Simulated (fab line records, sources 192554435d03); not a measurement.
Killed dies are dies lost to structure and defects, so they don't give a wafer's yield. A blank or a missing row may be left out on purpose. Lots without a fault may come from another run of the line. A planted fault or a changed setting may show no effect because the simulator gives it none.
Split-lot experiment | flow n5_finfet | 7 lots, 21 wafers read, on a route of 1938 steps

THE SPLIT
At N5_SD_EPI_P_DESCUM_14 (chemistry O2, time 7.9 s), the setting time_s was moved away from the recipe's 7.9 s on 7 of the 21 wafers read, by -21.9% to +21.5%. The other wafers ran this setting at the recipe's value.

The file shows no step between the split and the reading.

THE READING
CAR-ArF-block_of_SD_EPI_P_COAT_03.thk_nm (the simulator's own value, which no gauge read), in nm, at N5_SD_EPI_P_ETCH_36 (etches SiARC in CF4, target depth 45.5 nm, time 75.8 s). The file gives no usual value for it. The 14 wafers here that ran the recipe average 111.0 nm, standard deviation 0.51 nm.

wafer  | tool, chamber at the split | time_s as run, s | against the recipe | CAR-ArF-block_of_SD_EPI_P_COAT_03.thk_nm, nm | against lot-mates on the recipe
L079.1 | rie_diel-06, 2             | 7.9              | recipe             | 110                                          | -
L079.3 | rie_diel-06, 3             | 7.9              | recipe             | 110.6                                        | -
L079.5 | rie_diel-06, 3             | 7.9              | recipe             | 110.2                                        | -
L082.2 | rie_diel-06, 0             | 7.9              | recipe             | 111.2                                        | -
L082.4 | rie_diel-06, 2             | 7.9              | recipe             | 111.2                                        | -
L082.5 | rie_diel-06, 3             | 9.031            | +14.3%             | 110.4                                        | -0.8
L087.1 | rie_diel-06, 0             | 7.9              | recipe             | 111.4                                        | -
L087.3 | rie_diel-06, 3             | 7.9              | recipe             | 111.6                                        | -
L087.4 | rie_diel-06, 1             | 7.9              | recipe             | 111.2                                        | -
L091.3 | rie_diel-06, 0             | 9.353            | +18.4%             | 110                                          | -1.0
L091.4 | rie_diel-06, 1             | 7.9              | recipe             | 111.2                                        | -
L091.5 | rie_diel-06, 0             | 7.9              | recipe             | 110.8                                        | -
L093.1 | rie_diel-06, 2             | 7.9              | recipe             | 111                                          | -
L093.2 | rie_diel-06, 0             | 7.9              | recipe             | 110.4                                        | -
L093.4 | rie_diel-06, 1             | 9.493            | +20.2%             | 109.8                                        | -0.9
L094.1 | rie_diel-06, 0             | 9.596            | +21.5%             | 109.8                                        | -1.8
L094.2 | rie_diel-06, 1             | 7.9              | recipe             | 111.8                                        | -
L094.6 | rie_diel-06, 0             | 7.9              | recipe             | 111.4                                        | -
L096.2 | rie_diel-04, 0             | 6.17             | -21.9%             | 112.8                                        | no lot-mate on the recipe
L096.4 | rie_diel-04, 3             | 6.17             | -21.9%             | 113.4                                        | no lot-mate on the recipe
L096.5 | rie_diel-04, 0             | 6.17             | -21.9%             | 112.4                                        | no lot-mate on the recipe

THE FIT
A straight line over all 21 wafers: CAR-ArF-block_of_SD_EPI_P_COAT_03.thk_nm changes by -0.0704 nm for each +1% of time_s; r = -0.87; the points scatter about the line by 0.5 nm.
The same after taking each lot's own level away (the mean of its wafers on the recipe; 18 wafers): -0.0617 nm for each +1%; r = -0.90; scatter 0.25 nm.
On that fit, the largest move of time_s shifts the reading by 1.4 nm.
The lots' own levels span 110.27 to 111.60 nm, that is 2.6 times the standard deviation above.
So the lot-to-lot level changes the slope: the two fits differ.
Check: with one of the wafers moved furthest among these (+21.5%) left out of the fit, the line predicts -1.08 nm for it against its lot-mates. It came out at -1.8 nm against them.

THE WHOLE CHAIN: every reading that the file lists as answering this split, in the file's order
step                  | what it does                                           | reading                                                                                   | change (the file's fit)                | r (the file's)
N5_SD_EPI_P_DESCUM_14 | chemistry O2, time 7.9 s                               | CAR-ArF-block_of_SD_EPI_P_COAT_03.thk_nm (the simulator's own value, which no gauge read) | -0.0622 nm for each +1% of the setting | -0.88
N5_SD_EPI_P_ETCH_36   | etches SiARC in CF4, target depth 45.5 nm, time 75.8 s | CAR-ArF-block_of_SD_EPI_P_COAT_03.thk_nm (the simulator's own value, which no gauge read) | -0.0614 nm for each +1% of the setting | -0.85

THE FILE'S OWN FIT
CAR-ArF-block_of_SD_EPI_P_COAT_03.thk_nm changes by -0.0614 nm for each +1% of time_s, r = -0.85.
